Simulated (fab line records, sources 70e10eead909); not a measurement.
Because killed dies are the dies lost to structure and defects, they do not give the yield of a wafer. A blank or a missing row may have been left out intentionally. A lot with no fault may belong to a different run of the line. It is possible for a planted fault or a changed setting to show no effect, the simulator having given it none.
Which tool was responsible?	flow nand_harc	72 wafers from 24 lots sampled at 6 of the route's 1159 steps

== WHAT THE GAUGES READ, wafer by wafer ==
No reading from a measuring or inspecting step in the record can be judged against a usual standard deviation.

== TOOL THAT RAN EACH LOT (tool first, then ch and the chambers of the sampled wafers, then the start) ==
lot	NHARC_A_STAIRCASE_ETCH_19	NHARC_A_STAIRCASE_TRIM_20	NHARC_A_STAIRCASE_ETCH_192	NHARC_A_STAIRCASE_ETCH_199	NHARC_A_STAIRCASE_ETCH_221	NHARC_A_STAIRCASE_ETCH_236
L074	rie_diel-05 ch 1,2, day 10 23:24 or earlier	rie_diel-06 ch 0,3, day 10 23:24	rie_diel-05 ch 0,2, no start	rie_diel-05 ch 0,2, no start	rie_diel-04 ch 2,3, no start	rie_diel-04 ch 1,2, no start
L076	rie_diel-04 ch 0,2,3, day 11 06:28 or earlier	rie_diel-04 ch 0,2, day 11 06:28	rie_diel-04 ch 0,2, no start	rie_diel-04 ch 0,2, no start	rie_diel-06 ch 0,3, no start	rie_diel-05 ch 0,2, no start
L075	rie_diel-05 ch 2,3, day 11 07:52 or earlier	rie_diel-05 ch 0,2, day 11 07:52	rie_diel-05 ch 0,1,3, no start	rie_diel-04 ch 0,3, no start	rie_diel-06 ch 1,3, no start	rie_diel-05 ch 0,2, no start
L077	rie_diel-05 ch 0,3, day 11 12:34 or earlier	rie_diel-06 ch 1,3, day 11 12:34	rie_diel-05 ch 1,2,3, no start	rie_diel-06 ch 0,2, no start	rie_diel-04 ch 1,2,3, no start	rie_diel-04 ch 0,1, no start
L079	rie_diel-05 ch 1,3, day 11 12:52 or earlier	rie_diel-05 ch 0,1,2, day 11 12:52	rie_diel-05 ch 1,2,3, no start	rie_diel-05 ch 0,1,2, no start	rie_diel-05 ch 0,1,2, no start	rie_diel-06 ch 0,2,3, no start
L078	rie_diel-05 ch 1,2,3, day 11 20:52 or earlier	rie_diel-05 ch 1,2,3, day 11 20:52	rie_diel-06 ch 0,2,3, no start	rie_diel-06 ch 0,2,3, no start	rie_diel-06 ch 0,1,3, no start	rie_diel-05 ch 0,1,2, no start
L080	rie_diel-05 ch 0,3, day 12 04:01 or earlier	rie_diel-05 ch 1,2, day 12 04:01	rie_diel-06 ch 0,2,3, no start	rie_diel-06 ch 1,2, no start	rie_diel-05 ch 0,2,3, no start	rie_diel-05 ch 2,3, no start
L081	rie_diel-04 ch 0,1,3, day 12 15:34 or earlier	rie_diel-05 ch 0,3, day 12 15:34	rie_diel-05 ch 0,1,2, no start	rie_diel-05 ch 0,2,3, no start	rie_diel-05 ch 0,1,2, no start	rie_diel-05 ch 0,2,3, no start
L084	rie_diel-04 ch 1,3, day 13 00:07 or earlier	rie_diel-05 ch 0,2,3, day 13 00:07	rie_diel-05 ch 0,2,3, no start	rie_diel-06 ch 0,1,3, no start	rie_diel-06 ch 0,1,2, no start	rie_diel-05 ch 0,1,2, no start
L082	rie_diel-04 ch 0,1, day 13 00:40 or earlier	rie_diel-04 ch 0,1, day 13 00:40	rie_diel-05 ch 1,2,3, no start	rie_diel-05 ch 1,2, no start	rie_diel-05 ch 0,1,3, no start	rie_diel-05 ch 0,2,3, no start
L083	rie_diel-06 ch 1,2,3, day 13 06:48 or earlier	rie_diel-06 ch 0,1,3, day 13 06:48	rie_diel-04 ch 1,3, no start	rie_diel-05 ch 0,2, no start	rie_diel-06 ch 1,2, no start	rie_diel-05 ch 1,3, no start
L086	rie_diel-05 ch 0,1,2, day 13 20:55 or earlier	rie_diel-05 ch 0,1,2, day 13 20:55	rie_diel-06 ch 0,1, no start	rie_diel-04 ch 0,1,3, no start	rie_diel-05 ch 0,2,3, no start	rie_diel-05 ch 1,2,3, no start
L088	rie_diel-06 ch 0,3, day 13 21:32 or earlier	rie_diel-04 ch 0,1, day 13 21:32	rie_diel-06 ch 1,2,3, no start	rie_diel-05 ch 0,1,3, no start	rie_diel-06 ch 1,3, no start	rie_diel-04 ch 1,3, no start
L087	rie_diel-04 ch 1,3, day 14 01:56 or earlier	rie_diel-04 ch 0,1, day 14 01:56	rie_diel-06 ch 1,2,3, no start	rie_diel-06 ch 1,2,3, no start	rie_diel-06 ch 2,3, no start	rie_diel-05 ch 1,2,3, no start
L085	rie_diel-06 ch 1,2,3, day 14 09:01 or earlier	rie_diel-06 ch 1,2,3, day 14 09:01	rie_diel-06 ch 0,1,2, no start	rie_diel-04 ch 0,1,2, no start	rie_diel-04 ch 1,2,3, no start	rie_diel-04 ch 1,2,3, no start
L089	rie_diel-06 ch 0,1, day 14 16:25 or earlier	rie_diel-05 ch 0,1,3, day 14 16:25	rie_diel-06 ch 1,2,3, no start	rie_diel-04 ch 0,1,3, no start	rie_diel-04 ch 0,2,3, no start	rie_diel-06 ch 0,1,3, no start
L091	rie_diel-06 ch 0,1, day 14 21:21 or earlier	rie_diel-05 ch 2,3, day 14 21:21	rie_diel-06 ch 0,1,2, no start	rie_diel-05 ch 2,3, no start	rie_diel-05 ch 0,3, no start	rie_diel-04 ch 0,2, no start
L090	rie_diel-06 ch 1,2,3, day 14 21:32 or earlier	rie_diel-06 ch 2,3, day 14 21:32	rie_diel-04 ch 0,2, no start	rie_diel-04 ch 0,1,3, no start	rie_diel-04 ch 0,1,3, no start	rie_diel-04 ch 0,1,2, no start
L093	rie_diel-06 ch 0,2,3, day 15 11:29 or earlier	rie_diel-06 ch 0,1, day 15 11:29	rie_diel-05 ch 0,3, no start	rie_diel-05 ch 0,1, no start	rie_diel-04 ch 1,3, no start	rie_diel-04 ch 1,3, no start
L092	rie_diel-04 ch 2,3, day 15 12:12 or earlier	rie_diel-06 ch 0,1, day 15 12:12	rie_diel-06 ch 1,2,3, no start	rie_diel-06 ch 1,2,3, no start	rie_diel-06 ch 1,2,3, no start	rie_diel-06 ch 1,2, no start
L094	rie_diel-04 ch 0,1,3, day 15 17:28 or earlier	rie_diel-04 ch 1,2,3, day 15 17:28	rie_diel-05 ch 0,2,3, no start	rie_diel-05 ch 0,3, no start	rie_diel-05 ch 0,1, no start	rie_diel-05 ch 1,2,3, no start
L097	rie_diel-04 ch 0,1,2, day 16 09:08 or earlier	rie_diel-05 ch 0,1,2, day 16 09:08	rie_diel-06 ch 0,2,3, no start	rie_diel-04 ch 1,3, no start	rie_diel-05 ch 0,2,3, no start	rie_diel-04 ch 2,3, no start
L095	rie_diel-06 ch 0,1,3, day 16 15:23 or earlier	rie_diel-06 ch 0,1,3, day 16 15:23	rie_diel-05 ch 1,2, no start	rie_diel-04 ch 0,1, no start	rie_diel-05 ch 0,3, no start	rie_diel-04 ch 0,2,3, no start
L096	rie_diel-04 ch 1,2, day 16 21:09 or earlier	rie_diel-05 ch 0,2,3, day 16 21:09	rie_diel-06 ch 0,1,3, no start	rie_diel-06 ch 1,3, no start	rie_diel-04 ch 0,1,2, no start	rie_diel-04 ch 0,1,3, no start
- NHARC_A_STAIRCASE_ETCH_19: etches the open film in C4F8/O2, target depth 100 nm, time 40.5 s.
- NHARC_A_STAIRCASE_TRIM_20: chemistry O2, time 211.2 s.
- NHARC_A_STAIRCASE_ETCH_192: etches the open film in C4F8/O2, target depth 100 nm, time 40.5 s.
- NHARC_A_STAIRCASE_ETCH_199: etches the open film in C4F8/O2, target depth 100 nm, time 40.5 s.
- NHARC_A_STAIRCASE_ETCH_221: etches the open film in C4F8/O2, target depth 100 nm, time 40.5 s.
- NHARC_A_STAIRCASE_ETCH_236: etches the open film in C4F8/O2, target depth 100 nm, time 40.5 s.

== AS READ BY THE TOOLS THEMSELVES (means over the sampled wafers that have a number; for cases with no such wafer, the mark the record gives instead) ==
NHARC_A_STAIRCASE_ETCH_19. Usual: bias_w 999.8 W, standard deviation 2.7; oes_product_au 0.940 a.u., standard deviation 0.01; rf_vpp_V 895 V, standard deviation 6.1.
lot	tool	bias_w (W)	oes_product_au (a.u.)	rf_vpp_V (V)	flag
L074	rie_diel-05	1002.5	0.935	892	
L076	rie_diel-04	998.4	0.937	901	
L075	rie_diel-05	999.2	0.942	898	
L077	rie_diel-05	1001.1	0.944	895	
L079	rie_diel-05	1000.8	0.946	901	
L078	rie_diel-05	999.4	0.936	896	
L080	rie_diel-05	1000.1	0.950	894	
L081	rie_diel-04	998.8	0.931	897	
L084	rie_diel-04	1000.8	0.934	896	
L082	rie_diel-04	1002.5	0.943	896	
L083	rie_diel-06	1001.0	0.942	892	
L086	rie_diel-05	1000.0	0.944	890	
L088	rie_diel-06	1000.7	0.932	891	
L087	rie_diel-04	1000.8	0.929	896	
L085	rie_diel-06	996.0	0.943	892	
L089	rie_diel-06	1000.1	0.958	888	
L091	rie_diel-06	1000.2	0.939	888	
L090	rie_diel-06	998.7	0.957	893	
L093	rie_diel-06	1001.7	0.941	892	
L092	rie_diel-04	997.5	0.929	901	
L094	rie_diel-04	1000.5	0.929	898	
L097	rie_diel-04	1003.5	0.947	899	
L095	rie_diel-06	1001.1	0.941	892	
L096	rie_diel-04	998.5	0.935	901	

NHARC_A_STAIRCASE_TRIM_20. Usual: drypump_motor_current_A 5.71 A, standard deviation 0.22; oes_product_au 1.000 a.u., standard deviation 0.0095; rf_vpp_V 57.6 V, standard deviation 0.91; showerhead_plenum_p_Torr 3.48 Torr, standard deviation 0.17; throttle_valve_pct 17.035 %, standard deviation 0.0089.
lot	tool	drypump_motor_current_A (A)	oes_product_au (a.u.)	rf_vpp_V (V)	showerhead_plenum_p_Torr (Torr)	throttle_valve_pct (%)	flag
L074	rie_diel-06	5.70	1.014	56.9	3.54	17.034	
L076	rie_diel-04	5.68	1.009	59.3	3.68	17.039	
L075	rie_diel-05	5.47	0.999	57.4	3.45	17.042	
L077	rie_diel-06	6.07	1.008	57.6	3.45	17.026	
L079	rie_diel-05	5.59	0.992	57.4	3.40	17.033	
L078	rie_diel-05	5.63	0.995	58.5	3.55	17.031	
L080	rie_diel-05	5.61	0.984	57.0	3.41	17.032	
L081	rie_diel-05	5.78	1.003	57.8	3.63	17.038	
L084	rie_diel-05	5.62	1.002	57.8	3.54	17.032	
L082	rie_diel-04	5.57	0.993	58.8	3.53	17.031	
L083	rie_diel-06	5.87	1.001	57.0	3.43	17.030	
L086	rie_diel-05	5.61	0.994	57.5	3.39	17.028	
L088	rie_diel-04	5.64	1.003	57.5	3.57	17.035	
L087	rie_diel-04	5.66	0.995	58.5	3.57	17.035	
L085	rie_diel-06	5.90	0.996	58.2	3.43	17.027	
L089	rie_diel-05	5.75	0.998	57.6	3.48	17.032	
L091	rie_diel-05	5.51	1.004	57.1	3.58	17.045	
L090	rie_diel-06	5.76	1.005	57.4	3.53	17.029	
L093	rie_diel-06	5.80	0.999	56.3	3.30	17.033	
L092	rie_diel-06	5.80	1.014	58.1	3.30	17.042	
L094	rie_diel-04	5.72	0.998	57.6	3.62	17.033	
L097	rie_diel-05	5.61	0.994	57.6	3.38	17.042	
L095	rie_diel-06	5.84	1.009	57.7	3.41	17.028	
L096	rie_diel-05	5.62	1.000	57.0	3.52	17.030	

NHARC_A_STAIRCASE_ETCH_192. Usual: bias_w 1000 W, standard deviation 3; oes_product_au 0.940 a.u., standard deviation 0.011; rf_vpp_V 894 V, standard deviation 6.2.
lot	tool	bias_w (W)	oes_product_au (a.u.)	rf_vpp_V (V)	flag
L074	rie_diel-05	1001	0.940	893	
L076	rie_diel-04	1002	0.954	904	
L075	rie_diel-05	1000	0.946	895	
L077	rie_diel-05	998	0.932	896	
L079	rie_diel-05	999	0.933	896	
L078	rie_diel-06	1002	0.956	892	
L080	rie_diel-06	1000	0.947	892	
L081	rie_diel-05	1000	0.941	891	
L084	rie_diel-05	999	0.947	897	
L082	rie_diel-05	1000	0.940	896	
L083	rie_diel-04	1000	0.928	898	
L086	rie_diel-06	999	0.940	888	
L088	rie_diel-06	1003	0.944	892	
L087	rie_diel-06	1003	0.937	892	
L085	rie_diel-06	998	0.953	889	
L089	rie_diel-06	999	0.943	892	
L091	rie_diel-06	998	0.938	888	
L090	rie_diel-04	1001	0.931	901	
L093	rie_diel-05	999	0.959	900	
L092	rie_diel-06	998	0.933	893	
L094	rie_diel-05	997	0.935	896	
L097	rie_diel-06	998	0.939	892	
L095	rie_diel-05	999	0.933	891	
L096	rie_diel-06	1001	0.941	892	

NHARC_A_STAIRCASE_ETCH_199. Usual: bias_w 999.8 W, standard deviation 2.7; oes_product_au 0.942 a.u., standard deviation 0.013; rf_vpp_V 895 V, standard deviation 6.2.
lot	tool	bias_w (W)	oes_product_au (a.u.)	rf_vpp_V (V)	flag
L074	rie_diel-05	1000.0	0.934	890	
L076	rie_diel-04	1000.6	0.946	903	
L075	rie_diel-04	999.4	0.952	899	
L077	rie_diel-06	1000.5	0.930	889	
L079	rie_diel-05	996.6	0.937	891	
L078	rie_diel-06	998.6	0.950	892	
L080	rie_diel-06	997.8	0.934	889	
L081	rie_diel-05	1001.2	0.947	895	
L084	rie_diel-06	1000.9	0.957	892	
L082	rie_diel-05	1000.2	0.933	894	
L083	rie_diel-05	1002.3	0.952	893	
L086	rie_diel-04	999.9	0.925	898	
L088	rie_diel-05	1001.8	0.934	895	
L087	rie_diel-06	997.9	0.955	892	
L085	rie_diel-04	1001.6	0.923	899	
L089	rie_diel-04	998.2	0.923	898	
L091	rie_diel-05	996.1	0.960	902	
L090	rie_diel-04	1001.8	0.942	897	
L093	rie_diel-05	999.5	0.948	889	
L092	rie_diel-06	1000.4	0.937	893	
L094	rie_diel-05	998.9	0.957	899	
L097	rie_diel-04	998.1	0.936	895	
L095	rie_diel-04	999.3	0.935	896	
L096	rie_diel-06	1000.4	0.947	895	

NHARC_A_STAIRCASE_ETCH_221. Usual: bias_w 999.7 W, standard deviation 2.8; oes_product_au 0.936 a.u., standard deviation 0.013; rf_vpp_V 895 V, standard deviation 6.5.
lot	tool	bias_w (W)	oes_product_au (a.u.)	rf_vpp_V (V)	flag
L074	rie_diel-04	998.4	0.920	904	
L076	rie_diel-06	998.2	0.943	896	
L075	rie_diel-06	1000.4	0.949	893	
L077	rie_diel-04	998.5	0.926	899	
L079	rie_diel-05	997.0	0.924	891	
L078	rie_diel-06	1000.9	0.935	892	
L080	rie_diel-05	1000.1	0.924	896	
L081	rie_diel-05	1000.2	0.945	891	
L084	rie_diel-06	998.3	0.926	888	
L082	rie_diel-05	1001.1	0.933	894	
L083	rie_diel-06	999.3	0.923	889	
L086	rie_diel-05	1002.7	0.948	896	
L088	rie_diel-06	997.1	0.953	897	
L087	rie_diel-06	998.6	0.930	893	
L085	rie_diel-04	1001.1	0.936	900	
L089	rie_diel-04	999.9	0.930	900	
L091	rie_diel-05	1000.5	0.945	899	
L090	rie_diel-04	999.5	0.943	898	
L093	rie_diel-04	998.5	0.943	896	
L092	rie_diel-06	1001.3	0.945	892	
L094	rie_diel-05	997.4	0.950	888	
L097	rie_diel-05	999.9	0.923	896	
L095	rie_diel-05	1001.8	0.956	893	
L096	rie_diel-04	1000.3	0.925	899	

NHARC_A_STAIRCASE_ETCH_236. Usual: bias_w 1000.1 W, standard deviation 2.9; oes_product_au 0.941 a.u., standard deviation 0.012; rf_vpp_V 896 V, standard deviation 6.1.
lot	tool	bias_w (W)	oes_product_au (a.u.)	rf_vpp_V (V)	flag
L074	rie_diel-04	1003.6	0.940	901	
L076	rie_diel-05	1001.6	0.937	893	
L075	rie_diel-05	1000.6	0.949	891	
L077	rie_diel-04	999.5	0.946	897	
L079	rie_diel-06	1000.6	0.947	892	
L078	rie_diel-05	1004.1	0.934	891	
L080	rie_diel-05	998.7	0.962	901	
L081	rie_diel-05	998.4	0.957	896	
L084	rie_diel-05	998.0	0.934	891	
L082	rie_diel-05	1004.7	0.943	896	
L083	rie_diel-05	1000.9	0.939	895	
L086	rie_diel-05	997.6	0.932	896	
L088	rie_diel-04	1000.4	0.926	896	
L087	rie_diel-05	997.8	0.926	897	
L085	rie_diel-04	999.7	0.926	900	
L089	rie_diel-06	1001.5	0.936	892	
L091	rie_diel-04	997.1	0.942	902	
L090	rie_diel-04	999.8	0.939	899	
L093	rie_diel-04	1001.3	0.942	896	
L092	rie_diel-06	1001.9	0.949	888	
L094	rie_diel-05	998.5	0.940	896	
L097	rie_diel-04	998.4	0.938	902	
L095	rie_diel-04	999.9	0.932	901	
L096	rie_diel-04	999.5	0.927	897	

== THE ANSWER, worked out from the rows above alone ==
Rule: a lot counts as off when the mean over its wafers that have a number is more than 3 standard deviations away from the usual mean. A lot without any number at a reading at which 4 lots or more have one is off too. Any other lot the step has rows for is counted as sound. Order of review: gauges by route order, followed by the tools' own readings, for which a lot's mean as printed above is used. At the first step where some lot is off, the reading lying furthest off is the one used; lots without a number count as furthest.
None of the lots is off at any reading shown; this tells nothing.

== WHAT THE SIMULATOR HAD PUT IN ==
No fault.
